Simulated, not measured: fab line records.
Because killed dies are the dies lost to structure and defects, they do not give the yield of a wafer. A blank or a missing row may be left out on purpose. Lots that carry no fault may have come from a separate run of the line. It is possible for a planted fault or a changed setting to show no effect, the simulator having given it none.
Which tool was responsible? + flow nandHarc + 13 lots, 39 wafers sampled, at 5 steps of a route of 1302

WHAT THE GAUGES SHOWED, per wafer
NHARC_A_CHANNEL_HOLE_D1_INSPECT_40. Usual: rawDefectCount reads 68 (standard deviation 25).
| lot  | measured     | on               | rawDefectCount | flag |
|------|--------------|------------------|----------------|------|
| L756 | day 8 18:52  | defectInspect-01 | 89 88 79       |      |
| L758 | day 9 22:50  | defectInspect-01 | 97 91 97       |      |
| L760 | day 10 07:07 | defectInspect-02 | 85 109 87      |      |
| L762 | day 10 20:45 | defectInspect-02 | 41 56 39       |      |
| L761 | day 10 21:34 | defectInspect-01 | 95 131 104     |      |
| L763 | day 11 13:41 | defectInspect-01 | 37 41 37       |      |
| L765 | day 12 06:42 | defectInspect-01 | 74 109 87      |      |
| L766 | day 13 07:52 | defectInspect-01 | 28 49 56       |      |
| L767 | day 13 11:38 | defectInspect-01 | 97 75 78       |      |
| L769 | day 14 05:11 | defectInspect-01 | 39 33 53       |      |
| L773 | day 15 12:14 | defectInspect-02 | 101 103 91     |      |
| L772 | day 15 12:38 | defectInspect-01 | 39 32 43       |      |
| L779 | day 18 05:56 | defectInspect-01 | 76 87 70       |      |

NHARC_END_SORT_01. Usual: killedAtArray 57, standard deviation 18; killedAtOther 0.9, standard deviation 1.3; killedAtPeriphery 3.5, standard deviation 2.2; killedDies 62, standard deviation 18; killedOpen 3.0, standard deviation 1.7; killedShort 2.3, standard deviation 1.5.
| lot  | measured     | on        | killedAtArray | killedAtOther | killedAtPeriphery | killedDies | killedOpen | killedShort | flag |
|------|--------------|-----------|---------------|---------------|-------------------|------------|------------|-------------|------|
| L756 | day 24 18:43 | prober-01 | 74 95 69      | 0 1 0         | 6 3 2             | 80 99 71   | 5 5 2      | 3 9 0       |      |
| L760 | day 25 17:36 | prober-01 | 72 80 78      | 0 1 0         | 3 5 3             | 75 86 81   | 2 5 2      | 1 1 3       |      |
| L763 | day 27 20:34 | prober-01 | 47 40 52      | 3 1 3         | 4 4 2             | 54 45 57   | 1 5 1      | 2 1 3       |      |
| L773 | day 30 10:23 | prober-01 | 78 67 63      | 0 0 0         | 1 2 2             | 79 69 65   | 2 3 2      | 2 0 6       |      |

WHICH TOOL RAN EACH LOT (tool, then ch and the chambers of the sampled wafers, then the start)
| lot  | NHARC_A_CHANNEL_HOLE_D1_ETCH_26 | NHARC_A_CHANNEL_FILL_D1_ALD_02  | NHARC_A_CHANNEL_FILL_D1_ALD_03               |
|------|---------------------------------|---------------------------------|----------------------------------------------|
| L756 | harEtch-02 ch 0,1, day 8 16:58  | aldHk-03 ch 2,3, day 8 19:07    | aldSinBatch-02 ch 0, day 24 18:43 or earlier |
| L758 | harEtch-02 ch 0,1, day 9 20:56  | aldHk-04 ch 0,2,3, day 9 23:30  | aldSinBatch-02 ch 0, no start                |
| L760 | harEtch-02 ch 0,1, day 10 05:14 | aldHk-03 ch 1,2, day 10 08:54   | aldSinBatch-03 ch 0, day 25 17:36 or earlier |
| L762 | harEtch-01 ch 0,1, day 10 18:53 | aldHk-03 ch 0,3, day 10 21:01   | aldSinBatch-02 ch 0, no start                |
| L761 | harEtch-02 ch 0, day 10 19:38   | aldHk-04 ch 0,2,3, day 10 21:50 | aldSinBatch-02 ch 0, no start                |
| L763 | harEtch-01 ch 1, day 11 11:38   | aldHk-01 ch 0,1,3, day 11 14:16 | aldSinBatch-01 ch 0, day 27 20:34 or earlier |
| L765 | harEtch-02 ch 0,1, day 12 04:49 | aldHk-01 ch 0,2,3, day 12 07:00 | aldSinBatch-01 ch 0, no start                |
| L766 | harEtch-01 ch 0,1, day 13 05:58 | aldHk-03 ch 0,2,3, day 13 08:12 | aldSinBatch-02 ch 0, no start                |
| L767 | harEtch-02 ch 0,1, day 13 09:42 | aldHk-03 ch 0,2, day 13 12:43   | aldSinBatch-01 ch 0, no start                |
| L769 | harEtch-01 ch 0,1, day 14 03:16 | aldHk-04 ch 0,1,2, day 14 05:27 | aldSinBatch-03 ch 0, no start                |
| L773 | harEtch-02 ch 1, day 15 10:16   | aldHk-03 ch 0,2, day 15 13:47   | aldSinBatch-01 ch 0, day 30 10:23 or earlier |
| L772 | harEtch-01 ch 0,1, day 15 10:24 | aldHk-03 ch 0,3, day 15 14:13   | aldSinBatch-01 ch 0, no start                |
| L779 | harEtch-01 ch 0,1, day 18 03:50 | aldHk-04 ch 0,1,2, day 18 06:08 | aldSinBatch-03 ch 0, no start                |
- NHARC_A_CHANNEL_HOLE_D1_ETCH_26: etches the open film in C4F8/O2/Ar, time 224.1 s, target depth 300 nm.
- NHARC_A_CHANNEL_FILL_D1_ALD_02: deposits SiO2, target thk 6 nm, pulse time 10 s, ald cycles 60.
- NHARC_A_CHANNEL_FILL_D1_ALD_03: deposits SiNx, target thk 6 nm, pulse time 60 s, ald cycles 58.

AS READ BY THE TOOLS THEMSELVES (means over the sampled wafers that have a number; for cases with no such wafer, the mark the record gives instead)
NHARC_A_CHANNEL_HOLE_D1_ETCH_26. Usual: drypumpMotorCurrentA 5.7 A, standard deviation 0.6; showerheadPlenumPTorr 3.72 Torr, standard deviation 0.065; throttleValvePct 24.584 %, standard deviation 0.0096.
| lot  | tool       | drypumpMotorCurrentA (A) | showerheadPlenumPTorr (Torr) | throttleValvePct (%) | flag |
|------|------------|--------------------------|------------------------------|----------------------|------|
| L756 | harEtch-02 | 6.2                      | 3.76                         | 24.581               |      |
| L758 | harEtch-02 | 5.8                      | 3.68                         | 24.581               |      |
| L760 | harEtch-02 | 5.8                      | 3.68                         | 24.583               |      |
| L762 | harEtch-01 | 5.4                      | 3.76                         | 24.594               |      |
| L761 | harEtch-02 | 6.8                      | 3.80                         | 24.586               |      |
| L763 | harEtch-01 | 5.9                      | 3.76                         | 24.594               |      |
| L765 | harEtch-02 | 5.8                      | 3.66                         | 24.595               |      |
| L766 | harEtch-01 | 5.4                      | 3.75                         | 24.577               |      |
| L767 | harEtch-02 | 5.8                      | 3.65                         | 24.589               |      |
| L769 | harEtch-01 | 5.7                      | 3.74                         | 24.575               |      |
| L773 | harEtch-02 | 5.3                      | 3.58                         | 24.581               |      |
| L772 | harEtch-01 | 5.4                      | 3.73                         | 24.586               |      |
| L779 | harEtch-01 | 5.6                      | 3.70                         | 24.590               |      |

NHARC_A_CHANNEL_FILL_D1_ALD_02. Usual: heaterPowerW 477 W, standard deviation 53; precursorPulseHeightRel 0.998, standard deviation 0.021.
| lot  | tool     | heaterPowerW (W) | precursorPulseHeightRel | flag |
|------|----------|------------------|-------------------------|------|
| L756 | aldHk-03 | 451              | 1.007                   |      |
| L758 | aldHk-04 | 472              | 1.007                   |      |
| L760 | aldHk-03 | 475              | 0.995                   |      |
| L762 | aldHk-03 | 488              | 1.014                   |      |
| L761 | aldHk-04 | 460              | 0.994                   |      |
| L763 | aldHk-01 | 476              | 1.006                   |      |
| L765 | aldHk-01 | 514              | 0.995                   |      |
| L766 | aldHk-03 | 455              | 1.012                   |      |
| L767 | aldHk-03 | 429              | 1.002                   |      |
| L769 | aldHk-04 | 483              | 0.993                   |      |
| L773 | aldHk-03 | 431              | 1.002                   |      |
| L772 | aldHk-03 | 491              | 1.006                   |      |
| L779 | aldHk-04 | 484              | 1.016                   |      |

NHARC_A_CHANNEL_FILL_D1_ALD_03. Usual: precursorPulseHeightRel reads 1.001 (standard deviation 0.021).
| lot  | tool           | precursorPulseHeightRel | flag |
|------|----------------|-------------------------|------|
| L756 | aldSinBatch-02 | 0.994                   |      |
| L758 | aldSinBatch-02 | 1.008                   |      |
| L760 | aldSinBatch-03 | 0.988                   |      |
| L762 | aldSinBatch-02 | 1.014                   |      |
| L761 | aldSinBatch-02 | 0.999                   |      |
| L763 | aldSinBatch-01 | 1.012                   |      |
| L765 | aldSinBatch-01 | 1.013                   |      |
| L766 | aldSinBatch-02 | 1.008                   |      |
| L767 | aldSinBatch-01 | 1.016                   |      |
| L769 | aldSinBatch-03 | 0.999                   |      |
| L773 | aldSinBatch-01 | 0.999                   |      |
| L772 | aldSinBatch-01 | 1.028                   |      |
| L779 | aldSinBatch-03 | 0.982                   |      |

THE ANSWER, worked out from the rows above alone
Rule: lot off if the mean of its wafers having a number is beyond 3 standard deviations from the usual mean. A lot without any number at a reading at which 4 lots or more have one is off too. All remaining lots with rows at the step are treated as sound. First the gauges in route order, then the tools' own readings, where a lot's mean is used as printed above. The first step at which some lot is off is used, and at that step the reading that is off furthest; a lot without a number counts as furthest.
None of the lots is off at any reading shown; this tells nothing.

WHAT THE SIMULATOR HAD PUT IN
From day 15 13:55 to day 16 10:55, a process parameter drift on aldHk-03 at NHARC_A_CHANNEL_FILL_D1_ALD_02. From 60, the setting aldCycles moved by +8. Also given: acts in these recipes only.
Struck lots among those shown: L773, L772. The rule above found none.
